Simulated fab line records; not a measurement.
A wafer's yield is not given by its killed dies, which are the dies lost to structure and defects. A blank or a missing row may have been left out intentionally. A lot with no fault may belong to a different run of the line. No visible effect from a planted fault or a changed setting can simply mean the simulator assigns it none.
Matching of chambers + flow nand-harc + NHARC_A_CONTACT_DESCUM_74 on rie-diel-09: 4 sister chambers
The step chemistry O2, time 3 s. 36 wafers are shown with their chamber, then 12 later ones without.

## WAFERS WITH THEIR CHAMBER
| wafer  | chamber | showerhead-plenum-p-Torr (Torr) | drypump-motor-current-A (A) | oes-product-au (a.u.) |
|--------|---------|---------------------------------|-----------------------------|-----------------------|
| L075.1 | 1       | 1.86                            | 6.5                         | 1.004                 |
| L075.2 | 0       | 1.82                            | 5.6                         | 0.988                 |
| L075.4 | 3       | 2.02                            | 5.9                         | 0.999                 |
| L074.3 | 2       | 1.80                            | 5.8                         | 1.004                 |
| L074.4 | 3       | 2.02                            | 5.9                         | 1.005                 |
| L074.6 | 3       | 2.02                            | 5.9                         | 1.007                 |
| L076.1 | 1       | 1.86                            | 6.4                         | 1.002                 |
| L076.4 | 2       | 1.80                            | 5.9                         | 0.994                 |
| L076.6 | 3       | 2.02                            | 5.9                         | 1.007                 |
| L077.1 | 3       | 2.02                            | 5.9                         | 1.002                 |
| L077.3 | 1       | 1.86                            | 6.4                         | 1.007                 |
| L077.5 | 3       | 2.02                            | 5.9                         | 1.007                 |
| L079.1 | 1       | 1.86                            | 6.5                         | 1.013                 |
| L079.4 | 0       | 1.82                            | 5.6                         | 0.992                 |
| L079.5 | 2       | 1.80                            | 5.8                         | 0.997                 |
| L080.3 | 3       | 2.02                            | 5.9                         | 1.003                 |
| L080.4 | 0       | 1.82                            | 5.6                         | 1.004                 |
| L080.5 | 3       | 2.02                            | 5.9                         | 1.000                 |
| L082.1 | 0       | 1.82                            | 5.6                         | 0.993                 |
| L082.2 | 2       | 1.80                            | 5.9                         | 1.001                 |
| L082.6 | 1       | 1.86                            | 6.5                         | 1.012                 |
| L083.1 | 3       | 2.02                            | 5.9                         | 0.996                 |
| L083.2 | 0       | 1.82                            | 5.6                         | 0.985                 |
| L083.6 | 2       | 1.80                            | 5.8                         | 0.996                 |
| L086.2 | 3       | 2.02                            | 5.8                         | 0.999                 |
| L086.4 | 3       | 2.02                            | 5.9                         | 1.000                 |
| L086.6 | 2       | 1.80                            | 5.8                         | 0.997                 |
| L088.2 | 3       | 2.01                            | 5.8                         | 1.001                 |
| L088.4 | 0       | 1.82                            | 5.5                         | 0.987                 |
| L088.5 | 0       | 1.82                            | 5.5                         | 0.984                 |
| L089.2 | 2       | 1.79                            | 5.9                         | 1.006                 |
| L089.3 | 3       | 2.01                            | 5.8                         | 1.002                 |
| L089.4 | 1       | 1.86                            | 6.5                         | 1.006                 |
| L090.2 | 3       | 2.01                            | 5.8                         | 0.999                 |
| L090.3 | 2       | 1.79                            | 5.8                         | 0.995                 |
| L090.4 | 0       | 1.82                            | 5.6                         | 1.000                 |

SIGNATURES (means of the wafers above)
| reading                  | chamber 0 | chamber 1 | chamber 2 | chamber 3 | scatter within a chamber |
|--------------------------|-----------|-----------|-----------|-----------|--------------------------|
| showerhead-plenum-p-Torr | 1.8200    | 1.8600    | 1.7975    | 2.0179    | 0.00347                  |
| drypump-motor-current-A  | 5.575     | 6.467     | 5.838     | 5.871     | 0.0486                   |
| oes-product-au           | 0.99162   | 1.00733   | 0.99875   | 1.00193   | 0.00484                  |
Rule: a wafer's distance from a chamber is the root of the sum, over the readings, of the square of ((its reading less the chamber's mean) divided by the reading's scatter). If the next closest chamber is less than 2 further off than the closest, the wafer can't be placed; otherwise it belongs to the closest. The scatter: the root of (the sum of the squares of (reading less its chamber's mean) over the shown wafers, divided by (wafers less chambers)).

## WAFERS WITH NO CHAMBER GIVEN
| wafer  | showerhead-plenum-p-Torr (Torr) | drypump-motor-current-A (A) | oes-product-au (a.u.) |
|--------|---------------------------------|-----------------------------|-----------------------|
| L092.1 | 1.86                            | 6.4                         | 1.012                 |
| L092.3 | 2.01                            | 5.9                         | 1.000                 |
| L092.6 | 1.79                            | 5.9                         | 0.996                 |
| L093.1 | 1.79                            | 5.9                         | 1.015                 |
| L093.4 | 1.82                            | 5.6                         | 1.011                 |
| L093.6 | 2.01                            | 5.9                         | 1.006                 |
| L095.1 | 1.81                            | 5.6                         | 0.996                 |
| L095.3 | 1.85                            | 6.4                         | 1.020                 |
| L095.5 | 1.79                            | 5.9                         | 0.997                 |
| L096.2 | 1.81                            | 5.6                         | 1.002                 |
| L096.5 | 2.01                            | 5.9                         | 1.001                 |
| L096.6 | 1.79                            | 5.9                         | 0.992                 |

## WHICH CHAMBER EACH WENT THROUGH
| wafer  | from the rows above | in truth |
|--------|---------------------|----------|
| L092.1 | 1                   | 1        |
| L092.3 | 3                   | 3        |
| L092.6 | 2                   | 2        |
| L093.1 | 2                   | 2        |
| L093.4 | 0                   | 0        |
| L093.6 | 3                   | 3        |
| L095.1 | 0                   | 0        |
| L095.3 | 1                   | 1        |
| L095.5 | 2                   | 2        |
| L096.2 | 0                   | 0        |
| L096.5 | 3                   | 3        |
| L096.6 | 2                   | 2        |
Placed correctly: 12 of 12. Left unplaced by these rows: 0. Wrongly placed: 0.
